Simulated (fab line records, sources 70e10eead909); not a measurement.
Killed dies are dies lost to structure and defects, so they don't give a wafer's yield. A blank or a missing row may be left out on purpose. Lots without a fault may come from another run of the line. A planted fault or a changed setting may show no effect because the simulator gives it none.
fab line records | flow nand_harc
record lots=5 wafers=15 last_day=32
route steps=1302 shown A_STAIRCASE@743
lots that met no fault: from a run of the same line without faults
start_h: hours from the record's first day to the start of the lot's first wafer shown | wait_h: hours since the lot's step before | " the same as in the row above | L1.1+2: a row that stands for several wafers | - no value, or no start given | * or withheld: withheld | < > ~ a bound
route shown NAME@n: a module of which the file shows steps, and the number in the route of the first | usual: mean/standard deviation of fault-free wafers | same: alike in all rows | chamber/n: place in a boat | sites: the reading at each site | _std_site: their standard deviation | _edge_site: outer sites' mean less inner sites' | radius_mm: how far each site lies from the wafer's centre | mask NAME#n: copy n | behind: the tool/chamber that last shaped the wafer | hold: why the lot was held/for how many hours/how that ended | device: the transistor (n, p or np) that didn't switch | end of line: the same wafers' tests at the end of the route | a step without rows: its recipe alone | killed: dies lost to structure and defects at the first sort, not the wafer's yield | map: a wafer's dies, x killed, . not, _ none there
set.NAME: the setting as run; set.NAME@STEP: as run at that earlier step | model.NAME: the simulator's own value behind a step, which no gauge read
lots at some steps of the route; a table a step, a row a wafer
services: from which hour (start_h, from the record's first day; less than 0 if before it) a tool's chamber was out of use, for how many hours, and why
## steps
# step NHARC_A_STAIRCASE_TRIM_229
# recipe time_s=211.2 o2_flow_sccm=500 ar_flow_sccm=0 bias_w=0 chemistry=O2
# usual chamber_pressure_mTorr=60.00/0.056 drypump_motor_current_A=5.6/0.45 oes_product_au=1.003/0.011 rf_vpp_V=57.8/0.79 showerhead_plenum_p_Torr=3.54/0.12 throttle_valve_pct=17.037/0.0086
# same time_s=211.2
# columns lot.wafer tool chamber start_h wait_h chamber_pressure_mTorr drypump_motor_current_A oes_product_au rf_hours_counter_h rf_vpp_V showerhead_plenum_p_Torr throttle_valve_pct
L076.1 rie_diel-08 1 382.44 0.1 59.99 5.6 0.988 1 57.9 3.75 17.031
L076.3 " 2 " " 60.04 5.8 0.997 1 56.5 3.37 17.029
L076.6 " 0 " " 60.01 5.6 1.011 - 59.2 3.59 17.032
L083.3 rie_diel-09 1 444.81 0.1 59.98 5.7 0.998 37 57.7 3.49 17.046
L083.1 " 2 " " 59.98 5.5 0.998 45 59.4 3.60 17.043
L083.5 " 0 " " 60.03 5.7 0.989 - 56.8 3.47 17.061
L087.1 rie_diel-09 3 486.43 0.1 60.03 6.6 0.999 56 57.4 3.52 17.039
L087.4 " 0 " " 59.93 5.8 0.992 52 58.1 3.46 17.035
L087.5 " 3 " " 60.04 6.6 0.990 - 59.2 3.52 17.033
L090.3 rie_diel-09 2 526.71 0.1 59.96 5.5 1.003 5 57.5 3.59 17.039
L090.2 " 3 " " 59.96 6.6 1.001 5 57.1 3.51 17.030
L090.4 " 2 " " 59.96 5.5 0.997 - 58.0 3.59 17.033
L095.1 rie_diel-09 2 572.97 0.1 59.91 5.5 0.997 26 59.7 3.58 17.028
L095.2 " 0 " " 59.94 5.8 1.001 23 58.1 3.45 17.054
L095.4 " 1 " " 59.99 5.7 1.000 26 57.3 3.47 17.042
# step NHARC_A_STAIRCASE_ETCH_230
# recipe target_depth_a=1000 time_s=40.5 ion_energy_ev=400 c4f8_flow_sccm=20 o2_flow_sccm=10 ar_flow_sccm=withheld rf_w=600 bias_w=1000 chemistry=C4F8/O2
# usual chamber_pressure_mTorr=24.999/0.022 oes_product_au=0.949/0.018 rf_vpp_V=896/4.5
# same time_s=40.5
# columns lot.wafer tool chamber start_h wait_h chamber_pressure_mTorr oes_product_au rf_hours_counter_h rf_vpp_V
L076.3 rie_diel-08 1 - - 25.001 0.963 1 904
L076.1 " 2 " " 24.994 0.967 1 890
L076.6 " 1 " " 25.018 0.971 - 905
L083.1 rie_diel-09 3 - - 25.024 0.960 44 897
L083.3 " 1 " " 25.052 0.951 38 895
L083.5 " 3 " " 24.988 0.951 - 896
L087.4 rie_diel-09 1 - - 24.976 0.963 54 895
L087.1 " 3 " " 24.996 0.957 56 896
L087.5 " 1 " " 25.027 0.976 - 893
L090.4 rie_diel-09 1 - - 24.975 0.918 5 893
L090.3 " 2 " " 24.995 0.926 5 897
L090.2 " 3 " " 25.032 0.938 6 896
L095.1 rie_diel-09 3 - - 25.001 0.935 25 896
L095.2 " 0 " " 25.012 0.941 23 891
L095.4 " 1 " " 24.995 0.929 26 894
# step NHARC_A_STAIRCASE_TRIM_231
# recipe time_s=211.2 o2_flow_sccm=500 ar_flow_sccm=0 bias_w=0 chemistry=O2
# usual chamber_pressure_mTorr=60.00/0.051 drypump_motor_current_A=5.6/0.45 oes_product_au=1.000/0.013 rf_vpp_V=57.8/0.82 showerhead_plenum_p_Torr=3.54/0.12 throttle_valve_pct=17.037/0.0093
# same time_s=211.2
# columns lot.wafer tool chamber start_h wait_h chamber_pressure_mTorr drypump_motor_current_A oes_product_au rf_hours_counter_h rf_vpp_V showerhead_plenum_p_Torr throttle_valve_pct
L076.1 rie_diel-08 2 - - 59.92 5.7 0.998 1 58.6 3.37 17.046
L076.3 " 3 " " 60.04 5.0 1.002 1 58.2 3.59 17.044
L076.6 " 2 " " 60.06 5.7 0.992 - 57.9 3.37 17.048
L083.1 rie_diel-09 1 - - 60.00 5.7 0.992 38 57.3 3.49 17.023
L083.3 " 2 " " 60.10 5.5 0.981 45 58.3 3.60 17.038
L083.5 " 0 " " 59.98 5.8 0.969 - 58.8 3.47 17.060
L087.4 rie_diel-09 1 - - 59.95 5.7 0.999 54 58.2 3.48 17.060
L087.1 " 3 " " 59.99 6.6 0.996 56 58.3 3.52 17.036
L087.5 " 1 " " 59.97 5.7 1.007 - 56.3 3.48 17.043
L090.3 rie_diel-09 2 - - 60.12 5.5 0.994 9 58.3 3.59 17.026
L090.4 " 3 " " 60.06 6.6 0.989 7 58.6 3.51 17.032
L090.2 " 0 " " 59.98 5.7 1.005 5 57.7 3.46 17.033
L095.2 rie_diel-09 3 - - 60.02 6.6 1.004 25 58.1 3.50 17.040
L095.1 " 0 " " 60.02 5.8 0.999 23 58.1 3.45 17.042
L095.4 " 2 " " 59.94 5.5 0.990 26 57.6 3.58 17.032
# step NHARC_A_STAIRCASE_ETCH_232
# recipe target_depth_a=1000 time_s=40.5 ion_energy_ev=400 c4f8_flow_sccm=20 o2_flow_sccm=10 ar_flow_sccm=withheld rf_w=600 bias_w=1000 chemistry=C4F8/O2
# usual chamber_pressure_mTorr=25.000/0.021 oes_product_au=0.945/0.013 rf_vpp_V=896/4.5
# same time_s=40.5
# columns lot.wafer tool chamber start_h wait_h chamber_pressure_mTorr oes_product_au rf_hours_counter_h rf_vpp_V
L076.3 rie_diel-08 2 - - 24.978 0.947 1 890
L076.1 " 3 " " 24.997 0.942 1 900
L076.6 " 3 " " 24.975 0.941 - 899
L083.3 rie_diel-09 2 - - 25.027 0.947 45 898
L083.1 " 0 " " 24.997 0.924 36 894
L083.5 " 2 " " 25.002 0.947 - 898
L087.1 rie_diel-09 1 - - 24.998 0.952 54 894
L087.4 " 3 " " 24.996 0.953 56 897
L087.5 " 2 " " 24.955 0.940 - 899
L090.4 rie_diel-09 0 - - 25.002 0.984 5 892
L090.3 " 1 " " 24.980 0.941 9 895
L090.2 " 2 " " 24.975 0.942 9 898
L095.4 rie_diel-09 1 - - 25.022 0.928 26 894
L095.1 " 3 " " 24.986 0.943 26 894
L095.2 " 0 " " 24.992 0.944 23 894
# step NHARC_A_STAIRCASE_TRIM_233
# recipe time_s=211.2 o2_flow_sccm=500 ar_flow_sccm=0 bias_w=0 chemistry=O2
# usual chamber_pressure_mTorr=60.01/0.057 drypump_motor_current_A=5.6/0.45 oes_product_au=1.001/0.013 rf_vpp_V=57.7/0.82 showerhead_plenum_p_Torr=3.54/0.12 throttle_valve_pct=17.037/0.0089
# same time_s=211.2
# columns lot.wafer tool chamber start_h wait_h chamber_pressure_mTorr drypump_motor_current_A oes_product_au rf_hours_counter_h rf_vpp_V showerhead_plenum_p_Torr throttle_valve_pct
L076.3 rie_diel-08 0 - - 59.95 5.6 1.001 2 58.3 3.59 17.039
L076.1 " 2 " " 60.04 5.7 0.992 1 56.9 3.37 17.047
L076.6 " 0 " " 60.04 5.6 1.007 - 57.7 3.59 17.035
L083.1 rie_diel-09 2 - - 59.98 5.5 0.980 45 58.3 3.60 17.031
L083.3 " 3 " " 60.08 6.6 0.995 44 57.1 3.52 17.046
L083.5 " 3 " " 60.00 6.6 1.003 - 57.7 3.52 17.051
L087.1 rie_diel-09 2 - - 59.99 5.5 0.980 58 56.9 3.59 17.030
L087.4 " 0 " " 60.01 5.8 0.984 52 56.6 3.46 17.030
L087.5 " 1 " " 59.87 5.7 0.999 - 56.3 3.48 17.025
L090.4 rie_diel-09 2 - - 60.00 5.5 0.992 9 56.7 3.59 17.024
L090.2 " 3 " " 59.97 6.6 1.000 8 57.8 3.51 17.056
L090.3 " 0 " " 59.97 5.7 1.001 5 58.5 3.46 17.027
L095.2 rie_diel-09 3 - - 59.96 6.6 0.994 26 57.5 3.50 17.039
L095.4 " 0 " " 59.91 5.7 0.993 23 57.5 3.45 17.037
L095.1 " 2 " " 60.03 5.5 0.990 26 57.5 3.58 17.042
# step NHARC_A_STAIRCASE_ETCH_234
# recipe target_depth_a=1000 time_s=40.5 ion_energy_ev=400 c4f8_flow_sccm=20 o2_flow_sccm=10 ar_flow_sccm=withheld rf_w=600 bias_w=1000 chemistry=C4F8/O2
# usual chamber_pressure_mTorr=24.999/0.021 oes_product_au=0.945/0.013 rf_vpp_V=896/4.3
# same time_s=40.5
# columns lot.wafer tool chamber start_h wait_h chamber_pressure_mTorr oes_product_au rf_hours_counter_h rf_vpp_V
L076.1 rie_diel-08 0 - - 24.978 0.942 2 900
L076.3 " 1 " " 24.977 0.946 2 903
L076.6 " 3 " " 25.019 0.941 - 897
L083.3 rie_diel-09 0 - - 25.009 0.920 36 893
L083.1 " 1 " " 24.989 0.937 38 895
L083.5 " 1 " " 24.976 0.942 - 895
L087.1 rie_diel-09 1 - - 25.003 0.943 54 895
L087.4 " 0 " " 25.004 0.941 52 893
L087.5 " 1 " " 25.030 0.941 - 895
L090.4 rie_diel-09 3 - - 24.988 0.944 8 894
L090.2 " 0 " " 24.990 0.962 5 893
L090.3 " 2 " " 24.991 0.940 9 898
L095.4 rie_diel-09 2 - - 25.018 0.936 26 897
L095.1 " 0 " " 25.022 0.926 23 893
L095.2 " 1 " " 24.998 0.939 27 894
# step NHARC_A_STAIRCASE_TRIM_235
# recipe time_s=211.2 o2_flow_sccm=500 ar_flow_sccm=0 bias_w=0 chemistry=O2
# usual chamber_pressure_mTorr=60.00/0.056 drypump_motor_current_A=5.6/0.46 oes_product_au=1.001/0.011 rf_vpp_V=57.8/0.79 showerhead_plenum_p_Torr=3.54/0.12 throttle_valve_pct=17.036/0.0084
# same time_s=211.2
# columns lot.wafer tool chamber start_h wait_h chamber_pressure_mTorr drypump_motor_current_A oes_product_au rf_hours_counter_h rf_vpp_V showerhead_plenum_p_Torr throttle_valve_pct
L076.3 rie_diel-08 1 - - 59.95 5.6 0.994 2 57.6 3.75 17.046
L076.1 " 2 " " 60.06 5.7 0.991 1 57.4 3.37 17.052
L076.6 " 1 " " 60.00 5.6 0.998 - 58.8 3.75 17.041
L083.3 rie_diel-09 1 - - 59.97 5.7 0.994 38 58.5 3.49 17.042
L083.1 " 2 " " 60.05 5.5 0.992 46 57.7 3.60 17.038
L083.5 " 0 " " 60.03 5.8 0.987 - 57.3 3.47 17.050
L087.1 rie_diel-09 2 - - 60.03 5.5 0.981 58 57.6 3.59 17.037
L087.4 " 3 " " 59.94 6.6 1.003 56 57.5 3.52 17.031
L087.5 " 2 " " 59.97 5.5 0.980 - 58.9 3.59 17.040
L090.3 rie_diel-09 2 - - 60.04 5.5 0.998 9 57.4 3.59 17.033
L090.2 " 3 " " 59.99 6.6 1.009 8 57.8 3.51 17.026
L090.4 " 0 " " 60.08 5.8 0.995 5 57.9 3.46 17.030
L095.4 rie_diel-09 3 - - 59.99 6.6 0.995 26 57.9 3.50 17.035
L095.2 " 0 " " 60.08 5.8 0.999 23 57.4 3.45 17.020
L095.1 " 2 " " 59.89 5.5 0.988 27 58.8 3.58 17.054
# step NHARC_A_STAIRCASE_ETCH_236
# recipe target_depth_a=1000 time_s=40.5 ion_energy_ev=400 c4f8_flow_sccm=20 o2_flow_sccm=10 ar_flow_sccm=withheld rf_w=600 bias_w=1000 chemistry=C4F8/O2
# usual chamber_pressure_mTorr=25.001/0.024 oes_product_au=0.945/0.012 rf_vpp_V=896/4.5
# same time_s=40.5
# columns lot.wafer tool chamber start_h wait_h chamber_pressure_mTorr oes_product_au rf_hours_counter_h rf_vpp_V
L076.1 rie_diel-08 1 - - 24.989 0.931 2 903
L076.3 " 3 " " 25.008 0.944 1 899
L076.6 " 2 " " 24.973 0.933 - 889
L083.1 rie_diel-09 1 - - 25.025 0.940 38 895
L083.3 " 2 " " 25.028 0.940 46 898
L083.5 " 1 " " 24.965 0.930 - 895
L087.1 rie_diel-09 1 - - 24.995 0.949 54 894
L087.4 " 3 " " 24.981 0.941 56 896
L087.5 " 1 " " 25.002 0.954 - 894
L090.4 rie_diel-09 2 - - 24.972 0.933 9 898
L090.3 " 0 " " 24.964 0.961 5 894
L090.2 " 1 " " 25.010 0.933 9 892
L095.4 rie_diel-09 1 - - 25.004 0.932 27 894
L095.1 " 2 " " 25.023 0.936 27 897
L095.2 " 0 " " 24.977 0.929 23 892
# step NHARC_A_STAIRCASE_STRIP_238
# recipe power_w=1500 temp_c=250 chemistry=O2
# usual drypump_motor_current_A=5.72/0.26 heater_power_w=336/14
# columns lot.wafer tool chamber start_h wait_h drypump_motor_current_A heater_power_w rf_hours_counter_h
L076.1 plasma_asher-01 1 383.52 0.1 6.01 326 6
L076.3 " 1 " " 5.99 328 -
L076.6 " 1 " " 5.99 335 -
L083.1 plasma_asher-02 0 445.85 0.1 5.42 329 2
L083.3 " 0 " " 5.39 330 -
L083.5 " 1 " " 5.97 321 -
L087.1 plasma_asher-02 1 487.56 0.1 5.96 322 11
L087.4 " 0 " " 5.40 332 -
L087.5 " 1 " " 5.96 319 -
L090.2 plasma_asher-01 1 530.67 0.1 5.98 336 0
L090.4 " 0 " " 5.52 341 -
L090.3 " 1 " " 5.97 350 -
L095.1 plasma_asher-01 1 574.15 0.1 5.98 341 8
L095.2 " 0 " " 5.51 338 8
L095.4 " 1 " " 5.98 339 -
# step NHARC_A_STAIRCASE_STRIP_239
# recipe time_s=900 temp_c=130 chemistry=SPM
# same time_s=900
# columns lot.wafer tool chamber start_h wait_h
L076.3+1+6 wet_bench-05 3,5,7 383.82 0.2
L083.5+1+3 wet_bench-02 6,7,1 446.19 0.1
L087.5+1+4 wet_bench-05 5,1,2 487.86 0.1
L090.3+2+4 wet_bench-02 1,4,6 530.98 0.2
L095.4+2+1 wet_bench-03 0,2,3 574.51 0.2
# step NHARC_A_STAIRCASE_PRECLEAN_240
# recipe time_s=* temp_c=50 bath_age_min=0 chemistry=SC1
# same time_s=*
# columns lot.wafer tool chamber start_h wait_h
L076.3+1+6 wet_bench-05 3,5,7 - -
L083.5+1+3 wet_bench-02 6,7,1 - -
L087.5+1+4 wet_bench-05 5,1,2 - -
L090.3+2+4 wet_bench-02 1,4,6 - -
L095.4+2+1 wet_bench-03 0,2,3 - -
# step NHARC_A_STAIRCASE_SRD_241
# columns lot.wafer tool chamber start_h wait_h
L076.3+1+6 wet_bench-05 3,5,7 - -
L083.5+1+3 wet_bench-02 6,7,1 - -
L087.5+1+4 wet_bench-05 5,1,2 - -
L090.3+2+4 wet_bench-02 1,4,6 - -
L095.4+2+1 wet_bench-03 0,2,3 - -
# step NHARC_A_STAIRCASE_DEHYDRATE_242
# recipe temp_c=150 time_s=120
# same time_s=120
# columns lot.wafer tool chamber start_h wait_h
L076.1+3+6 litho_track-07 0 384.28 -
L083.1+3+5 litho_track-07 0 446.65 -
L087.1+4+5 litho_track-03 0 488.31 -
L090.2+3+4 litho_track-03 0 531.43 -
L095.1+2+4 litho_track-03 0 574.96 -
# step NHARC_A_STAIRCASE_HMDS_243
# recipe time_s=30
# same time_s=30
# columns lot.wafer tool chamber start_h wait_h
L076.1+3+6 litho_track-07 0 - -
L083.1+3+5 litho_track-07 0 - -
L087.1+4+5 litho_track-03 0 - -
L090.2+3+4 litho_track-03 0 - -
L095.1+2+4 litho_track-03 0 - -
# step NHARC_A_STAIRCASE_COAT_244
# recipe spin_rpm=1200
# columns lot.wafer tool chamber start_h wait_h
L076.1+3+6 litho_track-07 0 - -
L083.1+3+5 litho_track-07 0 - -
L087.1+4+5 litho_track-03 0 - -
L090.2+3+4 litho_track-03 0 - -
L095.1+2+4 litho_track-03 0 - -
# step NHARC_A_STAIRCASE_SOFTBAKE_245
# recipe temp_c=135 time_s=170
# same time_s=170
# columns lot.wafer tool chamber start_h wait_h
L076.1+3+6 litho_track-07 0 - -
L083.1+3+5 litho_track-07 0 - -
L087.1+4+5 litho_track-03 0 - -
L090.2+3+4 litho_track-03 0 - -
L095.1+2+4 litho_track-03 0 - -
# step NHARC_A_STAIRCASE_EBR_246
# columns lot.wafer tool chamber start_h wait_h
L076.1+3+6 litho_track-07 0 - -
L083.1+3+5 litho_track-07 0 - -
L087.1+4+5 litho_track-03 0 - -
L090.2+3+4 litho_track-03 0 - -
L095.1+2+4 litho_track-03 0 - -
# step NHARC_A_STAIRCASE_EXPOSE_247
# recipe na=0.5 dose_mj=25.34 mask_id=SDS_1
# columns lot.wafer tool chamber start_h wait_h mask
L076.1+3+6 krf_scanner-01 0 384.61 - SDS_1#0
L083.1+3+5 krf_scanner-01 0 446.86 - SDS_1#0
L087.1+4+5 krf_scanner-04 0 488.65 - SDS_1#0
L090.2+3+4 krf_scanner-01 0 531.77 - SDS_1#0
L095.1+2+4 krf_scanner-04 0 575.29 - SDS_1#0
# step NHARC_A_STAIRCASE_PEB_248
# recipe peb_temp_c=115 peb_time_s=130
# columns lot.wafer tool chamber start_h wait_h
L076.1+3+6 litho_track-03 0 384.69 0.1
L083.1+3+5 litho_track-05 0 446.92 0.1
L087.1+4+5 litho_track-03 0 488.71 0.1
L090.2+3+4 litho_track-07 0 531.83 0.1
L095.1+2+4 litho_track-07 0 575.36 0.1
# step NHARC_A_STAIRCASE_DEVELOP_249
# recipe time_s=140
# same time_s=140
# columns lot.wafer tool chamber start_h wait_h
L076.1+3+6 litho_track-03 0 - -
L083.1+3+5 litho_track-05 0 - -
L087.1+4+5 litho_track-03 0 - -
L090.2+3+4 litho_track-07 0 - -
L095.1+2+4 litho_track-07 0 - -
# step NHARC_A_STAIRCASE_HARDBAKE_251
# recipe temp_c=120 time_s=140
# same time_s=140
# columns lot.wafer tool chamber start_h wait_h
L076.1+3+6 litho_track-05 0 384.90 -
L083.1+3+5 litho_track-03 0 447.14 -
L087.1+4+5 litho_track-03 0 488.93 -
L090.2+3+4 litho_track-03 0 532.05 -
L095.1+2+4 litho_track-07 0 575.58 -
# step NHARC_A_STAIRCASE_DESCUM_252
# recipe time_s=3 o2_flow_sccm=200 ar_flow_sccm=0 bias_power_w=0 chemistry=O2
# usual chamber_pressure_mTorr=60.00/0.052 drypump_motor_current_A=5.6/0.47 oes_product_au=0.999/0.011 rf_vpp_V=57.8/0.83 showerhead_plenum_p_Torr=1.92/0.067 throttle_valve_pct=11.310/0.0092
# same time_s=3
# columns lot.wafer tool chamber start_h wait_h chamber_pressure_mTorr drypump_motor_current_A oes_product_au rf_hours_counter_h rf_vpp_V showerhead_plenum_p_Torr throttle_valve_pct
L076.1 rie_diel-03 2 385.00 - 60.10 4.8 1.019 30 57.6 1.87 11.295
L076.3 " 1 " " 59.97 6.1 1.009 30 58.7 1.89 11.298
L076.6 " 3 " " 59.99 5.7 1.004 - 57.3 2.07 11.320
L083.3 rie_diel-09 1 447.60 - 60.07 5.7 1.000 38 58.8 1.89 11.323
L083.1 " 3 " " 59.95 6.6 1.006 45 56.8 1.91 11.315
L083.5 " 2 " " 60.06 5.5 0.982 - 57.9 1.95 11.318
L087.4 rie_diel-09 0 489.02 - 59.96 5.7 0.977 52 57.1 1.87 11.317
L087.1 " 3 " " 59.98 6.6 0.997 56 57.5 1.91 11.312
L087.5 " 0 " " 60.05 5.8 0.976 - 59.1 1.87 11.297
L090.3 rie_diel-08 1 532.14 - 60.00 5.6 0.996 50 58.8 2.02 11.312
L090.4 " 2 " " 59.97 5.8 0.986 51 57.9 1.81 11.315
L090.2 " 3 " " 59.95 5.0 1.002 54 57.0 1.94 11.316
L095.4 rie_diel-08 0 575.67 - 60.11 5.6 1.002 7 56.8 1.93 11.301
L095.2 " 1 " " 60.02 5.6 0.992 6 58.1 2.02 11.313
L095.1 " 3 " " 59.96 5.0 0.989 8 57.4 1.93 11.298
# step NHARC_A_STAIRCASE_ETCH_253
# recipe target_depth_a=500 time_s=20.2 ion_energy_ev=400 c4f8_flow_sccm=20 o2_flow_sccm=10 ar_flow_sccm=withheld rf_w=600 bias_w=1000 chemistry=C4F8/O2
# usual chamber_pressure_mTorr=25.000/0.021 oes_product_au=0.959/0.017 rf_vpp_V=896/4.1
# same time_s=20.2
# columns lot.wafer tool chamber start_h wait_h chamber_pressure_mTorr oes_product_au rf_hours_counter_h rf_vpp_V
L076.1 rie_diel-03 3 385.09 0.1 24.969 0.957 31 904
L076.3 " 0 " " 24.983 0.987 19 893
L076.6 " 2 " " 25.004 0.959 - 895
L083.3 rie_diel-09 3 447.69 0.1 25.033 0.982 45 896
L083.1 " 0 " " 25.028 0.951 37 894
L083.5 " 2 " " 24.973 0.948 - 899
L087.1 rie_diel-09 0 489.12 0.1 24.992 0.926 52 893
L087.4 " 3 " " 25.003 0.944 56 896
L087.5 " 1 " " 25.006 0.935 - 893
L090.2 rie_diel-08 3 532.23 0.1 24.982 0.933 54 897
L090.4 " 0 " " 25.024 0.935 52 898
L090.3 " 1 " " 24.966 0.928 50 903
L095.1 rie_diel-08 2 575.76 0.1 24.958 0.970 8 889
L095.4 " 3 " " 24.991 0.959 8 897
L095.2 " 1 " " 24.999 0.949 6 903
# step NHARC_A_STAIRCASE_STRIP_254
# recipe power_w=1500 temp_c=250 chemistry=O2
# usual drypump_motor_current_A=5.72/0.26 heater_power_w=336/15
# columns lot.wafer tool chamber start_h wait_h drypump_motor_current_A heater_power_w rf_hours_counter_h
L076.1 plasma_asher-01 0 385.18 - 5.52 357 6
L076.3 " 1 " " 6.00 337 -
L076.6 " 0 " " 5.51 359 -
L083.1 plasma_asher-02 1 447.82 - 5.98 316 2
L083.3 " 1 " " 5.99 318 -
L083.5 " 0 " " 5.40 342 -
L087.1 plasma_asher-01 0 489.25 - 5.50 361 28
L087.4 " 0 " " 5.49 355 -
L087.5 " 1 " " 5.99 326 -
L090.2 plasma_asher-02 0 532.36 - 5.43 331 21
L090.4 " 1 " " 5.98 329 -
L090.3 " 0 " " 5.42 326 -
L095.1 plasma_asher-02 0 575.90 - 5.40 332 30
L095.2 " 1 " " 5.98 318 30
L095.4 " 0 " " 5.40 333 -
# step NHARC_A_STAIRCASE_STRIP_255
# recipe time_s=900 temp_c=130 chemistry=SPM
# same time_s=900
# columns lot.wafer tool chamber start_h wait_h
L076.3+1+6 wet_bench-02 7,0,1 385.55 0.2
L083.3+1+5 wet_bench-03 4,6,7 448.13 0.2
L087.4+5+1 wet_bench-05 6,0,1 489.57 0.2
L090.3+2+4 wet_bench-03 6,0,1 532.68 0.2
L095.1+2+4 wet_bench-03 5,7,2 576.26 0.3
# step NHARC_A_STAIRCASE_PRECLEAN_256
# recipe time_s=* temp_c=50 bath_age_min=0 chemistry=SC1
# same time_s=*
# columns lot.wafer tool chamber start_h wait_h
L076.3+1+6 wet_bench-02 7,0,1 - -
L083.3+1+5 wet_bench-03 4,6,7 - -
L087.4+5+1 wet_bench-05 6,0,1 - -
L090.3+2+4 wet_bench-03 6,0,1 - -
L095.1+2+4 wet_bench-03 5,7,2 - -
# step NHARC_A_STAIRCASE_SRD_257
# columns lot.wafer tool chamber start_h wait_h
L076.3+1+6 wet_bench-02 7,0,1 - -
L083.3+1+5 wet_bench-03 4,6,7 - -
L087.4+5+1 wet_bench-05 6,0,1 - -
L090.3+2+4 wet_bench-03 6,0,1 - -
L095.1+2+4 wet_bench-03 5,7,2 - -
# step NHARC_A_STAIRCASE_HM_DEP_456
# recipe target_thk_a=31000 temp_c=400 material=aC
# usual throttle_valve_pct=34.999/0.0087
# columns lot.wafer tool chamber start_h wait_h throttle_valve_pct
L076.1 acl_dep-01 0 385.99 - 34.988
L076.3 " 0 " " 35.013
L076.6 " 0 " " 35.000
L083.1 acl_dep-03 0 448.59 - 35.012
L083.3 " 0 " " 34.994
L083.5 " 0 " " 34.985
L087.1 acl_dep-02 0 491.73 - 35.001
L087.4 " 0 " " 35.000
L087.5 " 0 " " 35.009
L090.2 acl_dep-02 0 533.80 - 35.006
L090.3 " 0 " " 34.990
L090.4 " 0 " " 34.995
L095.1 acl_dep-02 0 576.73 - 35.007
L095.2 " 0 " " 35.004
L095.4 " 0 " " 34.995
# step NHARC_A_STAIRCASE_DEP_259
# recipe target_thk_a=300 target_thk_nm=30 temp_c=400 pressure_torr=3.5 flow_sccm=200 rf_w=350 material=SiON
# usual heater_power_w=730/75
# columns lot.wafer tool chamber start_h wait_h heater_power_w
L076.3 pecvd-01 1 387.85 0.9 719
L076.1 " 2 " " 687
L076.6 " 0 " " 881
L083.1 pecvd-01 2 450.88 2.0 699
L083.3 " 1 " " 721
L083.5 " 0 " " 810
L087.1 pecvd-04 1 493.65 1.6 762
L087.5 " 0 " " 600
L087.4 " 1 " " 773
L090.3 pecvd-01 1 535.36 0.9 745
L090.2 " 2 " " 752
L090.4 " 1 " " 754
L095.2 pecvd-04 1 578.63 1.3 697
L095.1 " 2 " " 629
L095.4 " 0 " " 729
# step NHARC_A_STAIRCASE_DEHYDRATE_260
# recipe temp_c=150 time_s=120
# same time_s=120
# columns lot.wafer tool chamber start_h wait_h
L076.1+3+6 litho_track-03 0 388.12 0.2
L083.1+3+5 litho_track-05 0 451.15 0.2
L087.1+4+5 litho_track-05 0 493.86 0.2
L090.2+3+4 litho_track-03 0 535.63 0.2
L095.1+2+4 litho_track-03 0 578.87 0.2
# step NHARC_A_STAIRCASE_HMDS_261
# recipe time_s=30
# same time_s=30
# columns lot.wafer tool chamber start_h wait_h
L076.1+3+6 litho_track-03 0 - -
L083.1+3+5 litho_track-05 0 - -
L087.1+4+5 litho_track-05 0 - -
L090.2+3+4 litho_track-03 0 - -
L095.1+2+4 litho_track-03 0 - -
# step NHARC_A_STAIRCASE_COAT_262
# recipe spin_rpm=1200
# columns lot.wafer tool chamber start_h wait_h
L076.1+3+6 litho_track-03 0 - -
L083.1+3+5 litho_track-05 0 - -
L087.1+4+5 litho_track-05 0 - -
L090.2+3+4 litho_track-03 0 - -
L095.1+2+4 litho_track-03 0 - -
# step NHARC_A_STAIRCASE_SOFTBAKE_263
# recipe temp_c=135 time_s=170
# same time_s=170
# columns lot.wafer tool chamber start_h wait_h
L076.1+3+6 litho_track-03 0 - -
L083.1+3+5 litho_track-05 0 - -
L087.1+4+5 litho_track-05 0 - -
L090.2+3+4 litho_track-03 0 - -
L095.1+2+4 litho_track-03 0 - -
# step NHARC_A_STAIRCASE_EBR_264
# columns lot.wafer tool chamber start_h wait_h
L076.1+3+6 litho_track-03 0 - -
L083.1+3+5 litho_track-05 0 - -
L087.1+4+5 litho_track-05 0 - -
L090.2+3+4 litho_track-03 0 - -
L095.1+2+4 litho_track-03 0 - -
# step NHARC_A_STAIRCASE_EXPOSE_265
# recipe na=0.5 dose_mj=25.01 mask_id=CHOP_200
# columns lot.wafer tool chamber start_h wait_h mask
L076.1+3+6 krf_scanner-03 0 388.33 - CHOP_200#0
L083.1+3+5 krf_scanner-01 0 451.48 - CHOP_200#0
L087.1+4+5 krf_scanner-01 0 494.07 - CHOP_200#0
L090.2+3+4 krf_scanner-01 0 535.97 - CHOP_200#0
L095.1+2+4 krf_scanner-03 0 579.21 - CHOP_200#0
# step NHARC_A_STAIRCASE_PEB_266
# recipe peb_temp_c=115 peb_time_s=130
# columns lot.wafer tool chamber start_h wait_h
L076.1+3+6 litho_track-05 0 388.39 0.1
L083.1+3+5 litho_track-05 0 451.54 0.1
L087.1+4+5 litho_track-03 0 494.14 0.1
L090.2+3+4 litho_track-05 0 536.04 0.1
L095.1+2+4 litho_track-07 0 579.27 0.1
# step NHARC_A_STAIRCASE_DEVELOP_267
# recipe time_s=140
# same time_s=140
# columns lot.wafer tool chamber start_h wait_h
L076.1+3+6 litho_track-05 0 - -
L083.1+3+5 litho_track-05 0 - -
L087.1+4+5 litho_track-03 0 - -
L090.2+3+4 litho_track-05 0 - -
L095.1+2+4 litho_track-07 0 - -
# step NHARC_A_STAIRCASE_HARDBAKE_269
# recipe temp_c=120 time_s=140
# same time_s=140
# columns lot.wafer tool chamber start_h wait_h
L076.1+3+6 litho_track-05 0 388.61 -
L083.1+3+5 litho_track-05 0 451.76 -
L087.1+4+5 litho_track-03 0 494.35 -
L090.2+3+4 litho_track-07 0 536.26 -
L095.1+2+4 litho_track-07 0 579.49 -
## services
# columns tool chamber start_h hours kind
rie_diel-08 - 368.21 9.0 pm
krf_scanner-01 - 372.61 0.5 repair
wet_bench-03 - 386.40 8.0 pm
krf_scanner-01 - 389.18 8.3 repair
rie_diel-08 0 390.98 3.2 repair
wet_bench-03 - 401.65 1.1 repair
wet_bench-02 - 420.02 8.0 pm
acl_dep-02 - 425.33 13.0 pm
litho_track-07 - 426.00 7.0 pm
plasma_asher-02 - 426.00 9.0 pm
wet_bench-05 - 436.80 8.0 pm
rie_diel-08 - 444.42 3.7 repair
litho_track-03 - 450.00 7.0 pm
litho_track-05 - 474.00 7.0 pm
krf_scanner-01 - 484.00 4.0 pm
plasma_asher-02 - 489.32 10.3 repair
pecvd-01 - 492.00 13.0 pm
rie_diel-09 - 499.68 9.0 pm
plasma_asher-01 - 519.05 9.0 pm
wet_bench-02 - 533.96 1.7 repair
rie_diel-08 1 542.38 3.7 repair
rie_diel-08 - 545.21 9.0 pm
wet_bench-03 - 562.40 8.0 pm
wet_bench-05 - 564.27 30.0 repair
## key
fault none
